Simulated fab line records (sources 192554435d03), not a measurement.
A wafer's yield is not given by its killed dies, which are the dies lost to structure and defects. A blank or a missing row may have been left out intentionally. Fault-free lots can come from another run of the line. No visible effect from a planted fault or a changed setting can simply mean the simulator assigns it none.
8D (eight disciplines) problem report, filled in by code + flow n5-finfet + the parts of the form that need people (team, actions taken, sign-off) are left out

== 1. WHAT IS WRONG ==
killed_at_M4_up at N5_PASSIVATION_PROBE_49 reads a mean of 149 on 1 wafer of 1 lot; wafers without a fault read 14 with a standard deviation of 5.6. Relative to the usual mean, that is a shift of +24 standard deviations.
Seen first at day 16 18:07 on prober-01, wafer L423.5. The record holds 3 wafers of 1 lot with a number at this step. Rule for "out", or "out of limits": more than 4 standard deviations from the usual mean. The other wafers with a number count as sound.

== 2. WHAT IT IS AND WHAT IT IS NOT ==
| question                    | is                                                                                                   | is not                                                                                                                                       |
|-----------------------------|------------------------------------------------------------------------------------------------------|----------------------------------------------------------------------------------------------------------------------------------------------|
| which readings at this step | killed_at_M4_up, defect-limited-yield, killed-dies, sort_bin_5_function, sort-n-pass, sort-yield-pct | killed_at_M0_to_M3, killed-at-contacts, killed-at-front-end, killed-at-other, killed-open, killed-short, sort_bin_6_memory, sort_bin_8_speed |
| which lots                  | L423                                                                                                 | -                                                                                                                                            |
| which wafers of those lots  | L423.5                                                                                               | L423.3, L423.6                                                                                                                               |
| read on which tools         | prober-01                                                                                            | -                                                                                                                                            |
| when                        | from day 16 18:07                                                                                    | up to then (1 sound wafer); but 1 sound wafer of L423 came after                                                                             |

== 3. SUSPECTS, AND WHAT RULES EACH OUT ==
Counting: any tool at a process step up to the reading remains a suspect provided it ran every lot that is out. Sound lots after the first of them don't rule it out here, since some wafers of a struck lot are sound.
- cvd-co-01 at N5_BEOL_M7_CVD_78 (deposits Co from CCTBA/H2, target thk 2 nm, time 142.3 s): kept. It ran the lot that is out, L423 (day 13 15:44).
- ald-hk-02 at N5_MIM_TOP_ALD_01 (deposits HfO2, target thk 5.6 nm, pulse time 1 s, purge time 3 s): kept. It ran the lot that is out, L423 (day 16 18:01). Because N5_MIM_TOP_ALD_01 lacks a start for some lots, the hours and order of its lots are taken from N5_PASSIVATION_PROBE_49.
- prober-01 at N5_PASSIVATION_PROBE_49: kept. It ran the lot that is out, L423 (day 16 18:01). Its own defect-limited-yield, killed_at_M4_up, killed-dies, sort_bin_5_function, sort-n-pass, sort-yield-pct readings are out on those wafers.
- Within ald-hk-02 at N5_MIM_TOP_ALD_01: the wafers that are out ran in chamber 2; their sound lot-mates ran in chambers 0, 3.
After the count, these remain: cvd-co-01 at N5_BEOL_M7_CVD_78, ald-hk-02 at N5_MIM_TOP_ALD_01 and prober-01 at N5_PASSIVATION_PROBE_49.

== 4. THE CAUSE (what the simulator had put in) ==
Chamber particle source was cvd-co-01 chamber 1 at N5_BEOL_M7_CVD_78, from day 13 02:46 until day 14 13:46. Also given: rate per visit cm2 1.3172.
Counting leaves 3 suspects; this tool is one of them.

== 5. SEQUENCE OF EFFECTS, ordered by route ==
Rows list readings where the struck wafers' mean (over those with a number) sits beyond 3 standard deviations from the usual. Readings are gone through only where the record gives a usual standard deviation; hours: the median, over the lots, of the time from a lot's start at the first step in this table giving one to that lot's start at this step; sigmas: the change measured in usual standard deviations.
| hours | step                    | reading              | usual  | on struck wafers | change | sigmas |
|-------|-------------------------|----------------------|--------|------------------|--------|--------|
| 0     | N5_PASSIVATION_PROBE_49 | defect-limited-yield | 91.2 % | 81.3             | -9.9   | -7.1   |
| 0     | N5_PASSIVATION_PROBE_49 | killed_at_M4_up      | 14     | 149              | +135   | +24    |
| 0     | N5_PASSIVATION_PROBE_49 | killed-dies          | 103    | 221              | +118   | +6.9   |
| 0     | N5_PASSIVATION_PROBE_49 | sort_bin_5_function  | 5.1 %  | 11.7             | +6.6   | +7.2   |
| 0     | N5_PASSIVATION_PROBE_49 | sort-n-pass          | 1077   | 959              | -118   | -6.9   |
| 0     | N5_PASSIVATION_PROBE_49 | sort-yield-pct       | 91.2 % | 81.3             | -9.9   | -7.1   |
Its process steps:
- N5_PASSIVATION_PROBE_49

== 6. WHAT WOULD HAVE CAUGHT IT SOONER ==
The fault began at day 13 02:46; the first out-of-limits reading in this record came at day 16 18:07, 87 hours later.
Each of the lots that are out, 1 in all, had begun N5_BEOL_M7_CVD_78 on cvd-co-01 no later than day 16 18:07. Tool hold at that time: it would have spared none of them.
